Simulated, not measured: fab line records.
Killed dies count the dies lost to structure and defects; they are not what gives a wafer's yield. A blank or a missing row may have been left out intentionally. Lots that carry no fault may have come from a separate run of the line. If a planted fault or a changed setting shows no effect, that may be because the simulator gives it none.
fab line records | flow nandHarc
record: lots: 14 | wafers: 40 | lastDay: 34
route steps=1302 shown P_M1@316 P_M2@340 END@1302
lots that met no fault: from a run of the same line without faults
startH: start of the lot's first displayed wafer, in hours after the record's first day | waitH: hours elapsed since this lot's preceding step | " as in the row above | L1.1+2: a row that stands for several wafers | - either no value or no given start | * or withheld: withheld | < > ~ a bound
route shown NAME@n: NAME is a module with steps in the file, n the number in the route of the first one | usual: mean and standard deviation over wafers with no fault | same: alike in all rows | chamber/n: place in a boat | sites: readings site by site | _std_site: standard deviation of those values | _edge_site: inner sites' mean taken away from outer sites' mean | radiusMm: how far each site lies from the wafer's centre | mask NAME#n: copy n | behind: the most recent tool/chamber to have shaped the wafer | hold: why the lot went on hold/how many hours it stayed there/how the hold came to an end | device: transistor that didn't switch, given as n, p or np | end of line: the tests these same wafers got at the end of their route | step lacking rows: just its recipe | killed: dies that structure and defects cost at the first sort, which is not the same as the wafer's yield | map: shows each die of a wafer: x if killed, . if not, _ if none is there
set.NAME: the setting the step ran with; set.NAME@STEP: the setting that earlier step ran with | model.NAME: the simulator's own value behind a step, which no gauge read
the route's steps for a sample of lots (tables are steps, rows are wafers)
services: the hour from which a tool's chamber was out of use, counted from the record's first day as startH (under 0 if before that day), plus the number of hours and why
== steps ==
step: NHARC_P_M1_PRE_CLEAN_32
recipe: timeS: 12 | tempC: 370 | rfPowerW: 300 | gas: NH3
usual: heaterPowerW: 630/62
lot.wafer | tool     | chamber | startH | waitH | heaterPowerW
L605.2    | pecvd-04 | 0       | 143.60 | 0.1   | 651
L605.1    | "        | 1       | "      | "     | 719
L605.4    | "        | 1       | "      | "     | 724
L606.5    | pecvd-01 | 2       | 150.96 | 0.1   | 575
L606.6    | "        | 0       | "      | "     | 641
L606.4    | "        | 1       | "      | "     | 711
L608.1    | pecvd-03 | 2       | 166.43 | 0.1   | 531
L608.3    | "        | 2       | "      | "     | 541
L608.5    | "        | 2       | "      | "     | 546
L609.3    | pecvd-03 | 0       | 172.91 | 0.1   | 719
L609.1    | "        | 1       | "      | "     | 554
L609.5    | "        | 0       | "      | "     | 730
L610.2    | pecvd-04 | 0       | 188.47 | 0.1   | 674
L610.5    | "        | 1       | "      | "     | 666
L610.6    | "        | 2       | "      | "     | 614
L611.4    | pecvd-01 | 2       | 197.18 | 0.1   | 640
L611.6    | "        | 1       | "      | "     | 706
L615.3    | pecvd-03 | 0       | 239.15 | 0.2   | 616
L615.4    | "        | 1       | "      | "     | 620
L617.1    | pecvd-03 | 1       | 255.17 | 0.1   | 609
L617.2    | "        | 2       | "      | "     | 553
L617.5    | "        | 2       | "      | "     | 553
L619.1    | pecvd-01 | 1       | 274.03 | 0.1   | 747
L619.3    | "        | 0       | "      | "     | 703
L619.4    | "        | 1       | "      | "     | 778
L618.2    | pecvd-03 | 1       | 274.64 | 0.3   | 613
L618.4    | "        | 2       | "      | "     | 606
L618.6    | "        | 0       | "      | "     | 699
L621.3    | pecvd-03 | 2       | 292.55 | 0.1   | 546
L621.2    | "        | 1       | "      | "     | 522
L621.4    | "        | 1       | "      | "     | 519
L623.3    | pecvd-03 | 1       | 318.18 | 0.1   | 606
L623.1    | "        | 2       | "      | "     | 547
L623.5    | "        | 2       | "      | "     | 532
L625.2    | pecvd-04 | 2       | 335.36 | 0.1   | 636
L625.1    | "        | 0       | "      | "     | 664
L625.3    | "        | 1       | "      | "     | 716
L626.2    | pecvd-03 | 0       | 352.86 | 0.1   | 657
L626.6    | "        | 2       | "      | "     | 586
L626.5    | "        | 0       | "      | "     | 663
step: NHARC_P_M2_PVD_20
recipe: targetThkA: 50 | biasV: 168.6 | powerW: 15000 | chamberPressurePa: 0.12 | timeS: 8.06 | substrateTempC: 50 | material: TaN
usual: biasV: 168.8/1.8 | throttleValvePct: 30.0/0.95
lot.wafer | tool          | chamber | startH | waitH | biasV | throttleValvePct
L605.2    | pvdSputter-01 | -       | -      | -     | 169.6 | 30.9
L605.4    | "             | -       | "      | "     | 170.6 | 30.8
L605.1    | "             | -       | "      | "     | 169.7 | 30.5
L606.4    | pvdSputter-03 | -       | -      | -     | 168.6 | 30.1
L606.6    | "             | -       | "      | "     | 166.5 | 28.9
L606.5    | "             | -       | "      | "     | 169.2 | 29.0
L608.1    | pvdSputter-01 | -       | -      | -     | 166.7 | 31.1
L608.3    | "             | -       | "      | "     | 168.4 | 30.7
L608.5    | "             | -       | "      | "     | 171.9 | 31.2
L609.1    | pvdSputter-01 | -       | -      | -     | 170.5 | 30.5
L609.3    | "             | -       | "      | "     | 167.1 | 31.3
L609.5    | "             | -       | "      | "     | 169.8 | 30.7
L610.2    | pvdSputter-03 | -       | -      | -     | 170.5 | 29.7
L610.6    | "             | -       | "      | "     | 168.7 | 28.4
L610.5    | "             | -       | "      | "     | 168.7 | 29.1
L611.4    | pvdSputter-02 | -       | -      | -     | 169.8 | 31.0
L611.6    | "             | -       | "      | "     | 167.2 | 29.5
L615.3    | pvdSputter-02 | -       | -      | -     | 168.6 | 30.8
L615.4    | "             | -       | "      | "     | 168.1 | 29.6
L617.1    | pvdSputter-02 | -       | -      | -     | 170.7 | 29.5
L617.2    | "             | -       | "      | "     | 168.1 | 29.0
L617.5    | "             | -       | "      | "     | 169.7 | 31.2
L619.3    | pvdSputter-02 | -       | -      | -     | 169.8 | 31.1
L619.4    | "             | -       | "      | "     | 167.9 | 31.2
L619.1    | "             | -       | "      | "     | 172.2 | 29.0
L618.4    | pvdSputter-01 | -       | -      | -     | 168.4 | 30.6
L618.2    | "             | -       | "      | "     | 165.6 | 29.8
L618.6    | "             | -       | "      | "     | 170.4 | 30.9
L621.3    | pvdSputter-02 | -       | -      | -     | 169.6 | 30.0
L621.4    | "             | -       | "      | "     | 168.1 | 30.5
L621.2    | "             | -       | "      | "     | 169.6 | 30.6
L623.3    | pvdSputter-02 | -       | -      | -     | 167.5 | 30.8
L623.1    | "             | -       | "      | "     | 170.7 | 30.6
L623.5    | "             | -       | "      | "     | 168.1 | 28.0
L625.1    | pvdSputter-01 | -       | -      | -     | 167.8 | 30.0
L625.2    | "             | -       | "      | "     | 168.3 | 31.0
L625.3    | "             | -       | "      | "     | 168.4 | 31.1
L626.2    | pvdSputter-02 | -       | -      | -     | 169.1 | 30.7
L626.5    | "             | -       | "      | "     | 171.5 | 30.7
L626.6    | "             | -       | "      | "     | 167.8 | 30.0
step: NHARC_P_M2_ANNEAL_31
recipe: tempC: 225 | timeS: 90
usual: wafer_temp_C_max: 225.74/0.2
lot.wafer | tool         | chamber | startH | waitH | wafer_temp_C_max
L605.1    | rtpAnneal-01 | 0       | 146.87 | 0.3   | 225.74
L605.2    | "            | 0       | "      | "     | 225.84
L605.4    | "            | 0       | "      | "     | 225.69
L606.4    | rtpAnneal-02 | 0       | 154.47 | 0.4   | 225.71
L606.5    | "            | 0       | "      | "     | 225.38
L606.6    | "            | 0       | "      | "     | 225.56
L608.1    | rtpAnneal-01 | 0       | 169.79 | 0.4   | 225.57
L608.3    | "            | 0       | "      | "     | 225.40
L608.5    | "            | 0       | "      | "     | 225.64
L609.1    | rtpAnneal-01 | 0       | 176.17 | -     | 225.44
L609.3    | "            | 0       | "      | "     | 225.54
L609.5    | "            | 0       | "      | "     | 225.64
L610.2    | rtpAnneal-02 | 0       | 191.65 | 0.3   | 225.41
L610.5    | "            | 0       | "      | "     | 225.68
L610.6    | "            | 0       | "      | "     | 225.83
L611.4    | rtpAnneal-02 | 0       | 200.61 | 0.4   | 225.35
L611.6    | "            | 0       | "      | "     | 225.79
L615.3    | rtpAnneal-02 | 0       | 242.56 | 0.3   | 225.86
L615.4    | "            | 0       | "      | "     | 225.52
L617.1    | rtpAnneal-02 | 0       | 258.30 | -     | 225.92
L617.2    | "            | 0       | "      | "     | 225.99
L617.5    | "            | 0       | "      | "     | 225.61
L619.1    | rtpAnneal-01 | 0       | 277.23 | 0.3   | 226.06
L619.3    | "            | 0       | "      | "     | 226.06
L619.4    | "            | 0       | "      | "     | 225.63
L618.2    | rtpAnneal-01 | 0       | 277.96 | 0.4   | 226.03
L618.4    | "            | 0       | "      | "     | 225.76
L618.6    | "            | 0       | "      | "     | 225.95
L621.2    | rtpAnneal-02 | 0       | 296.22 | 0.3   | 225.57
L621.3    | "            | 0       | "      | "     | 225.70
L621.4    | "            | 0       | "      | "     | 225.82
L623.1    | rtpAnneal-02 | 0       | 321.37 | -     | 225.79
L623.3    | "            | 0       | "      | "     | 225.68
L623.5    | "            | 0       | "      | "     | 225.48
L625.1    | rtpAnneal-02 | 0       | 338.51 | 0.3   | 225.58
L625.2    | "            | 0       | "      | "     | 225.66
L625.3    | "            | 0       | "      | "     | 225.56
L626.2    | rtpAnneal-02 | 0       | 356.13 | 0.3   | 225.83
L626.5    | "            | 0       | "      | "     | 225.56
L626.6    | "            | 0       | "      | "     | 225.82
step: NHARC_P_M2_DEP_33
recipe: targetThkA: 300 | tempC: 370 | targetThkNm: 30 | pressureTorr: 3 | flowSccm: 200 | rfW: 450 | material: SiCN
usual: heaterPowerW: 582/64 | rfFwdPowerW: 449.1/1.3
lot.wafer | tool     | chamber | startH | waitH | heaterPowerW | rfFwdPowerW
L605.1    | pecvd-01 | 2       | 147.83 | 0.1   | 595          | 448.6
L605.2    | "        | 1       | "      | "     | 689          | 449.4
L605.4    | "        | 0       | "      | "     | 644          | 450.0
L606.4    | pecvd-03 | 2       | 155.42 | 0.2   | 627          | 447.7
L606.5    | "        | 0       | "      | "     | 567          | 448.4
L606.6    | "        | 1       | "      | "     | 541          | 447.6
L608.3    | pecvd-03 | 0       | 170.81 | 0.1   | 666          | 448.6
L608.1    | "        | 1       | "      | "     | 490          | 447.4
L608.5    | "        | 1       | "      | "     | 483          | 451.1
L609.3    | pecvd-04 | 0       | 177.13 | 0.1   | 626          | 449.0
L609.1    | "        | 1       | "      | "     | 595          | 451.7
L609.5    | "        | 2       | "      | "     | 569          | 450.5
L610.2    | pecvd-04 | 1       | 192.56 | 0.1   | 634          | 451.7
L610.6    | "        | 1       | "      | "     | 638          | 451.2
L610.5    | "        | 2       | "      | "     | 550          | 449.6
L611.4    | pecvd-04 | 0       | 201.55 | 0.2   | 624          | 377.0
L611.6    | "        | 1       | "      | "     | 684          | 379.5
L615.4    | pecvd-04 | 2       | 243.58 | 0.2   | 589          | 375.7
L615.3    | "        | 1       | "      | "     | 662          | 377.0
L617.1    | pecvd-03 | 0       | 259.27 | 0.1   | 601          | 448.4
L617.2    | "        | 1       | "      | "     | 472          | 448.7
L617.5    | "        | 2       | "      | "     | 524          | 447.9
L619.1    | pecvd-01 | 2       | 278.20 | 0.1   | 583          | 450.5
L619.3    | "        | 0       | "      | "     | 582          | 449.1
L619.4    | "        | 2       | "      | "     | 584          | 450.2
L618.2    | pecvd-01 | 0       | 278.97 | 0.1   | 649          | 449.4
L618.6    | "        | 1       | "      | "     | 689          | 450.9
L618.4    | "        | 0       | "      | "     | 634          | 448.9
L621.2    | pecvd-03 | 0       | 297.17 | 0.1   | 543          | 447.5
L621.3    | "        | 1       | "      | "     | 547          | 449.2
L621.4    | "        | 0       | "      | "     | 533          | 447.3
L623.1    | pecvd-03 | 0       | 322.33 | 0.1   | 561          | 448.6
L623.3    | "        | 1       | "      | "     | 464          | 449.3
L623.5    | "        | 0       | "      | "     | 573          | 448.2
L625.2    | pecvd-01 | 0       | 339.47 | 0.1   | 625          | 449.0
L625.1    | "        | 1       | "      | "     | 648          | 448.5
L625.3    | "        | 2       | "      | "     | 567          | 448.5
L626.2    | pecvd-01 | 0       | 357.14 | 0.1   | 587          | 448.8
L626.6    | "        | 1       | "      | "     | 711          | 448.3
L626.5    | "        | 0       | "      | "     | 603          | 450.8
step: NHARC_END_SORT_01
recipe: tempC: 25
usual: defectLimitedYield: 90.1/2.4 | killedAtArray: 62/16 | killedAtOther: 0.8/1.1 | killedAtPeriphery: 4/3.2 | killedDies: 67/16 | killedOpen: 3.5/1.9 | killedShort: 2.1/1.5
same: grossDies: 677
lot.wafer | tool      | chamber | startH | waitH | defectLimitedYield[%] | killedAtArray | killedAtOther | killedAtPeriphery | killedDies | killedOpen | killedShort
L610.2    | prober-01 | 0       | 632.03 | 2.8   | 90.1                  | 57            | 3             | 7                 | 67         | 8          | 2
L610.5    | prober-01 | 0       | 634.42 | 3.7   | 89.4                  | 62            | 2             | 8                 | 72         | 1          | 4
L610.6    | prober-01 | 0       | 635.21 | 4.0   | 90.0                  | 63            | 1             | 4                 | 68         | 2          | 1
L617.1    | prober-02 | 0       | 682.39 | 2.5   | 91.4                  | 46            | 0             | 12                | 58         | 5          | 2
L617.2    | prober-02 | 0       | 683.19 | 2.8   | 91.3                  | 58            | 0             | 1                 | 59         | 4          | 1
L617.5    | prober-02 | 0       | 685.56 | 3.7   | 92.3                  | 46            | 0             | 6                 | 52         | 2          | 0
killed by level:class
L610.2 A_CHANNEL_HOLE_D1:chamberFilmFlake=36 A_CHANNEL_HOLE_D2:chamberFilmFlake=9 P_ZERO_WELL:chamberFilmFlake=4 A_CONTACT:geometricParticle:open=3 A_CHANNEL_FILL_D1:geometricParticle:open=2 A_CONTACT:chamberFilmFlake=2 THIN_TSV:chamberFilmFlake=2 P_STI:geometricParticle:open=1
L610.5 A_CHANNEL_HOLE_D1:chamberFilmFlake=32 A_CHANNEL_HOLE_D2:chamberFilmFlake=15 P_CONTACT:chamberFilmFlake=4 A_CHANNEL_FILL_D1:geometricParticle:short=3 P_ZERO_WELL:chamberFilmFlake=3 A_WL_FILL:chamberFilmFlake=3 A_SLIT:chamberFilmFlake=2 A_CONTACT:chamberFilmFlake=2
L610.6 A_CHANNEL_HOLE_D1:chamberFilmFlake=36 A_CHANNEL_HOLE_D2:chamberFilmFlake=15 P_CONTACT:chamberFilmFlake=4 A_CHANNEL_FILL_D2:chamberFilmFlake=2 A_WL_FILL:chamberFilmFlake=2 A_CONTACT:chamberFilmFlake=2 A_CHANNEL_HOLE_D1:geometricParticle:short=1 A_CHANNEL_HOLE_D1:geometricParticle:open=1
L617.1 A_CHANNEL_HOLE_D1:chamberFilmFlake=32 P_GATE:chamberFilmFlake=7 A_WL_FILL:chamberFilmFlake=3 A_CONTACT:chamberFilmFlake=3 P_M2:chamberFilmFlake=2 A_SLIT:chamberFilmFlake=2 P_CONTACT:geometricParticle:open=1 A_ONON_D1:geometricParticle:short=1
L617.2 A_CHANNEL_HOLE_D1:chamberFilmFlake=39 A_CONTACT:chamberFilmFlake=7 A_SLIT:chamberFilmFlake=5 A_CHANNEL_FILL_D1:geometricParticle:open=3 A_CHANNEL_HOLE_D2:geometricParticle:short=1 A_BLC:geometricParticle:open=1 P_GATE:chamberFilmFlake=1 A_SGD_CUT:chamberFilmFlake=1
L617.5 A_CHANNEL_HOLE_D1:chamberFilmFlake=33 A_CONTACT:chamberFilmFlake=5 A_SLIT:chamberFilmFlake=3 P_GATE:chamberFilmFlake=2 P_M2:chamberFilmFlake=2 A_STAIRCASE:chamberFilmFlake=2 P_GATE:geometricParticle:open=1 A_CHANNEL_FILL_D1:geometricParticle:open=1
== services ==
tool          | chamber | startH | hours | kind
pecvd-01      | 0       | 121.27 | 4.2   | repair
pecvd-01      | -       | 130.68 | 13.0  | pm
pecvd-03      | 1       | 162.61 | 5.5   | repair
pvdSputter-01 | -       | 166.76 | 1.8   | repair
pvdSputter-03 | -       | 171.19 | 10.0  | pm
pecvd-03      | -       | 185.22 | 13.0  | pm
pecvd-03      | 0       | 185.22 | 13.0  | ventCycle
pecvd-03      | 1       | 185.22 | 13.0  | ventCycle
pecvd-03      | 2       | 185.22 | 13.0  | ventCycle
pvdSputter-02 | -       | 197.83 | 1.6   | repair
pecvd-03      | 0       | 198.22 | -     | clean
pecvd-03      | 1       | 198.22 | -     | clean
pvdSputter-03 | -       | 202.50 | 3.1   | repair
pecvd-04      | -       | 209.12 | 1.7   | repair
pvdSputter-03 | -       | 226.13 | 62.7  | repair
pvdSputter-01 | -       | 234.52 | 10.0  | pm
pecvd-04      | 0       | 240.51 | 14.3  | repair
pecvd-04      | -       | 266.87 | 1.1   | repair
pecvd-04      | -       | 269.99 | 13.0  | pm
pvdSputter-02 | -       | 282.03 | 10.0  | pm
pecvd-04      | 0       | 309.54 | 7.7   | repair
pecvd-01      | -       | 311.68 | 13.0  | pm
pvdSputter-01 | -       | 316.25 | 6.1   | repair
pvdSputter-03 | -       | 349.19 | 10.0  | pm
== key ==
firstSign: step: NHARC_P_M2_DEP_33 | reading: rfFwdPowerW | direction: down | sigmas: 53 | usual: * | struck: *
effect none on later readings
metAt NHARC_P_M2_DEP_33
struckLots L611,L615
rowsEnd L615.3,L615.4
notActingAt NHARC_P_M1_PRE_CLEAN_32,NHARC_P_M2_PVD_20,NHARC_P_M2_ANNEAL_31
onsetBetween 192.56 201.55
fault: kind: processParameterDrift | tool: pecvd-04 | chamber: - | onsetH: 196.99 | steps: NHARC_P_M2_DEP_33 | channel: rfW | offset: * | shape: step | actsIn: * | stated: *
rowsEnd: these wafers met a further fault down the route, and their rows from its step on are left out
